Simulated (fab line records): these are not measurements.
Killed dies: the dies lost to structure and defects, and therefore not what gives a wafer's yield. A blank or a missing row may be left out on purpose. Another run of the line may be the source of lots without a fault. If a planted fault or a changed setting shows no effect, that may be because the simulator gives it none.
A lot that was struck, set against a sound lot / flow n5-finfet / 38 out of 1938 route steps
Sound: wafers L819.3, L819.4, L819.6. Struck: wafer L824.3 (left out: L824.2, L824.4 of the same lot, which were not struck); the cause appears at the end.
Each step with rows lists, per side, the tool, then ch with its chambers, then its first start. Under that, the readings that differ: sound wafers / struck wafers / difference of the means / sigmas: that difference in standard deviations of wafers without a fault.
alike: a reading whose means differ by less than 2 such deviations, as well as words and numbers matching on both sides. not compared: withheld readings; readings where some wafer has no value; bounds like >300 that might hide an equal value; numbers whose values overlap and for which the record gives no deviation.
Wherever a step has rows on one side only, a row that says differs or no value, or a row with sigmas, the two part there. Non-overlapping numbers with no deviation appear without sigmas and do not part them. A reading that every wafer of one side lacks parts them only if that side has two wafers or more.

first, 9 steps without rows for these wafers: N5_BEOL_M7_DESCUM_33 (chemistry O2, time 7 s); N5_BEOL_M7_ETCH_72 (etches underlayer in N2/H2, target depth 6.5 nm, time 5.2 s); N5_BEOL_M7_ETCH_65 (etches SiARC in CF4, target depth 15.6 nm, time 26 s); N5_BEOL_M7_ETCH_66 (etches SOC in N2/H2, target depth 80 nm, overetch 16 nm, time 120 s); N5_BEOL_M7_STRIP_69 (strips in N2/H2); N5_BEOL_M7_STRIP_73 (strips in N2/H2); N5_BEOL_M7_VIA_ETCH_34 (etches SiCOH lowk in C4F6/O2, target depth 125.5 nm, time 50.5 s); N5_BEOL_M7_STRIP_76 (strips in C4F6/O2); N5_BEOL_M7_STRIP_36 (strips in N2/H2).
N5_BEOL_M7_TRENCH_ETCH_37: etches SiCOH lowk in C4F6/O2, target depth 93.478 nm, time 31.2 s.
  sound on rie-diel-01 ch 0,1,3, day 10 15:29; struck on rie-diel-01 ch 3, day 12 08:31
reading=oes-product-au (a.u.); sound=0.69 0.83 0.97; struck=0.59; difference=-0.24; sigmas=-2
reading=model.etch.depth-nm (nm); sound=93.46 95.33 97.66; struck=74.9; difference=-20.6; sigmas=
reading=model.BEOL_M7.feature-depth-nm (nm); sound=93.4 95.4 97.6; struck=75; difference=-20; sigmas=
reading=model.TiN_of_BEOL_M7_HM_DEP_02.thk-nm (nm); sound=17.2 17.2 17.4; struck=17.8; difference=+0.5; sigmas=
  alike: bias-w, drypump-motor-current-A, rf-vpp-V, showerhead-plenum-p-Torr, throttle-valve-pct
  not compared: rf-hours-counter-h
then, 2 steps without rows for these wafers: N5_BEOL_M7_ETCH_41 (etches SiCN in CH3F/O2, target depth 31.9 nm, time 57.8 s); N5_BEOL_M7_STRIP_80 (strips in N2/H2, time 10 s).
N5_BEOL_M7_OCD_MEAS_38:
  sound on ocd-02, day 10 15:39; struck on ocd-01, day 12 08:41
reading=trench-depth-nm (nm); sound=93.7 95.2 98.0; struck=74.5; difference=-21.1; sigmas=-10
then, 13 steps without rows for these wafers: N5_BEOL_M7_HM_STRIP_39 (strips TiN in peroxide tin strip, target depth 25 nm, time 158 s); N5_BEOL_M7_SRD_40 (time 30 s); N5_BEOL_M7_PRECLEAN_42 (cleans in residue remover, time 60 s); N5_BEOL_M7_SRD_43 (time 30 s); N5_BEOL_M7_CURE_75 (cures SiCOH lowk, time 120 s); N5_BEOL_M7_DEGAS_44 (time 60 s); N5_BEOL_M7_PRE_CLEAN_45 (time 30 s); N5_BEOL_M7_ALD_77 (deposits TaN, target thk 2 nm, pulse time 2 s, purge time 3 s); N5_BEOL_M7_SURFACE_TREAT_79; N5_BEOL_M7_CVD_78 (deposits Co from CCTBA/H2, target thk 2 nm, time 142.3 s); N5_BEOL_M7_SPUTTER_48 (material Cu, target thk 10 nm, time 1.667 s); N5_BEOL_M7_ECD_50 (material Cu, target thk 300 nm); N5_BEOL_M7_ANNEAL_51 (time 90 s).
N5_BEOL_M7_CMP_52: polishes, stops on SiCOH lowk, t overpolish 6.9 s, target thk 80 nm.
  sound on cmp-02 ch 1,2, day 10 17:34; struck on cmp-01 ch 2, day 12 10:51
reading=model.Cu_of_BEOL_M7_ECD_50.thk-nm (nm); sound=80.8 81.8 84.2; struck=59.8; difference=-22.5; sigmas=
  alike: barrier-field-endpoint-s, clearing-platen-down-force-psi, motor-current-A, overpolish-run-s, time-to-endpoint-s
  not compared: pad-life-wafers
N5_BEOL_M7_THK_MEAS_53: measures by xrf.
  sound on film-metro-01, day 10 17:52; struck on film-metro-02, day 12 11:08
reading=M7_THK (nm); sound=80.6 81.6 83.9; struck=59.0; difference=-23.0; sigmas=-10
then, 2 steps without rows for these wafers: N5_BEOL_M7_PRE_CLEAN_55 (time 15 s); N5_BEOL_M7_DEP_56 (deposits SiCN from 3MS/NH3, target thk 10 nm, time 17.5 s).
N5_BEOL_M7_RS_MEAS_57: uses a four-point probe to measure.
  sound on film-metro-01, day 10 18:00; struck on film-metro-01, day 12 11:17
reading=M7_RS (ohm/sq); sound=0.282 0.278 0.269; struck=0.405; difference=+0.129; sigmas=+13
then, 5 steps without rows for these wafers: N5_BEOL_M8_ILD_DEP_00 (deposits SiCOH lowk from DEMS/porogen, target thk 179.75 nm, time 33.4 s); N5_BEOL_M8_CURE_74 (cures SiCOH lowk, time 240 s); N5_BEOL_M8_PECVD_70 (deposits SiO2 from TEOS/O2, target thk 20 nm, time 22.7 s); N5_BEOL_M8_HM_DEP_02 (deposits TiN, target thk 20 nm); N5_BEOL_M8_COAT_59 (time 60 s, resist thk 100 nm).
-- here the record skips 2 days between the struck wafers' starts before and after, leaving off in module BEOL_M8 and picking up in module BEOL_M15 (first step shown: number 1830 of the route) --
N5_BEOL_M15_RC_MEAS_101:
  sound on prober-02 ch 0, day 13 03:43; struck on prober-02 ch 0, day 14 17:35
reading=COMB_M5 (S/m); sound=6.2e-11 5e-11 4.1e-11; struck=3e-11; difference=-2e-11; sigmas=-3
reading=SERP_M7 (ohm/um); sound=13.2 13.2 13.2; struck=18.8; difference=+5.6; sigmas=+9
reading=SERP_M7_max_site (ohm/um); sound=14.2 13.7 14.0; struck=19.7; difference=+5.7; sigmas=+9
  alike: COMB_M10, COMB_M11, COMB_M12, COMB_M13, COMB_M14, COMB_M15, COMB_M6, COMB_M8, COMB_M9, SERP_M10, SERP_M11, SERP_M12, SERP_M13, SERP_M14, SERP_M5, SERP_M6, SERP_M8, SERP_M9
following that, these wafers have no rows for 1 step: N5_PASSIVATION_PROBE_49.

WHERE THEY PART
Earliest at N5_BEOL_M7_TRENCH_ETCH_37; latest, in this record, at N5_BEOL_M15_RC_MEAS_101.

WHY: whatever the simulator had introduced
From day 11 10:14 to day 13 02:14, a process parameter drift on rie-diel-01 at N5_BEOL_M7_TRENCH_ETCH_37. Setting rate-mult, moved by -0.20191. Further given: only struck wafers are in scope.
